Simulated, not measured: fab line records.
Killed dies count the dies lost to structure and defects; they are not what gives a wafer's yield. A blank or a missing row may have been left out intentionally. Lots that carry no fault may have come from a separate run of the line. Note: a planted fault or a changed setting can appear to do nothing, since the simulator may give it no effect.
Which tool did it? + flow n5 finfet + 30 wafers sampled from 10 lots at 1 step of a route of 1938

== WHAT THE GAUGES SHOWED, per wafer ==
N5_BEOL_M9_CD_MEAS_18: pitch 140 nm, target cd 70 nm.
| lot  | measured     | on        | cd nm (nm)     |
|------|--------------|-----------|----------------|
| L684 | day 9 17:02  | cd sem-02 | 71.2 70.2 70.7 |
| L686 | day 10 04:08 | cd sem-01 | 70.3 70.2 70.0 |
| L692 | day 11 06:40 | cd sem-01 | 69.2 69.4 69.3 |
| L696 | day 12 18:29 | cd sem-01 | 69.7 69.6 69.5 |
| L695 | day 12 18:46 | cd sem-02 | 69.1 69.2 69.1 |
| L697 | day 12 22:20 | cd sem-01 | 69.4 71.0 70.5 |
| L698 | day 12 22:33 | cd sem-01 | 69.2 69.5 68.7 |
| L699 | day 13 16:10 | cd sem-03 | 69.1 70.6 70.8 |
| L702 | day 14 10:11 | cd sem-02 | 69.9 70.4 70.0 |
| L704 | day 14 21:22 | cd sem-02 | 70.9 70.5 70.1 |

== EACH LOT AND THE TOOL THAT RAN IT (in order: tool; ch and the chambers of the sampled wafers; start) ==
The record shows no process step preceding these readings.

== WHAT THE TOOLS THEMSELVES READ (means of the sampled wafers that have a number; where no wafer has one, the mark that the record gives instead) ==
The record holds no such reading with a usual standard deviation.

== THE ANSWER, worked out from the rows above alone ==
Rule: usual is defined by the lots themselves. Put in order of their means at a reading, lots are off if they are a third of the lots or fewer, leave a main group of 4 or more, and stand apart from it by a gap of 3 or more times the standard deviation of the main group's means; of several such gaps the widest counts. A main group whose means are all the same, to the digits that the tables above print for the reading, isn't used. A lot without any number at a reading at which 4 lots or more have one is off too. The other lots that the step has rows for count as sound. First the gauges in route order, then the tools' own readings, where a lot's mean is used as printed above. The first step at which some lot is off is used, and at that step the reading that is off furthest; a lot without a number counts as furthest.
Nothing can be told from this: no lot is off at any reading shown.

== WHAT THE SIMULATOR HAD PUT IN ==
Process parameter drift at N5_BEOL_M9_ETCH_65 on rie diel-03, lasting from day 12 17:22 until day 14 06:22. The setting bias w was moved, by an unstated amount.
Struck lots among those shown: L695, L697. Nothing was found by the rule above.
